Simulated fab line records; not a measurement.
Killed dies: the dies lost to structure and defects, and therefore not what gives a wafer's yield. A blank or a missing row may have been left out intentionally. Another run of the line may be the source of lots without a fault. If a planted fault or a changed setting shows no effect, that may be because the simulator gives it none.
Matching of chambers ; flow n5-finfet ; 4 sister chambers for N5_BEOL_M6_STRIP_67 on rie-diel-02
The step strips in CF4. 8 wafers are shown with their chamber, then 11 later ones without.

== WAFERS WITH THEIR CHAMBER ==
wafer;chamber;showerhead-plenum-p-Torr (Torr);throttle-valve-pct (%)
L075.3;0;1.72;13.93
L080.6;0;1.72;13.92
L082.6;2;1.78;13.94
L084.3;3;1.76;13.38
L086.1;1;1.72;13.99
L086.3;3;1.75;13.41
L086.4;2;1.78;13.96
L090.2;1;1.72;13.99

== WAFERS WHOSE CHAMBER IS MISSING ==
wafer;showerhead-plenum-p-Torr (Torr);throttle-valve-pct (%)
L090.3;1.75;13.42
L090.5;1.75;13.42
L095.1;1.78;13.39
L095.2;1.75;13.45
L095.4;1.71;14.04
L096.1;1.71;14.04
L096.2;1.75;13.46
L096.3;1.77;13.40
L096.4;1.77;13.39
L096.5;1.75;13.45
L096.6;1.71;14.04

== WHICH CHAMBER EACH WENT THROUGH ==
wafer;from the rows above;in truth
L090.3;3;3
L090.5;3;3
L095.1;3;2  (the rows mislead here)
L095.2;3;3
L095.4;1;1
L096.1;1;1
L096.2;3;3
L096.3;3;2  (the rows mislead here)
L096.4;3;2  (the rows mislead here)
L096.5;3;3
L096.6;1;1
Correctly placed: 8 of 11. From these rows, 0 cannot be placed. 3 placed wrongly.
How it was worked out, from the rows above alone: a wafer's distance from a chamber is the root of the sum, over the readings, of the square of ((its reading less the chamber's mean) divided by the reading's scatter). If the next closest chamber is less than 2 further off than the closest, the wafer can't be placed; otherwise it belongs to the closest. A chamber's mean is the mean of its shown wafers. The scatter: the root of (the sum of the squares of (reading less its chamber's mean) over the shown wafers, divided by (wafers less chambers)).
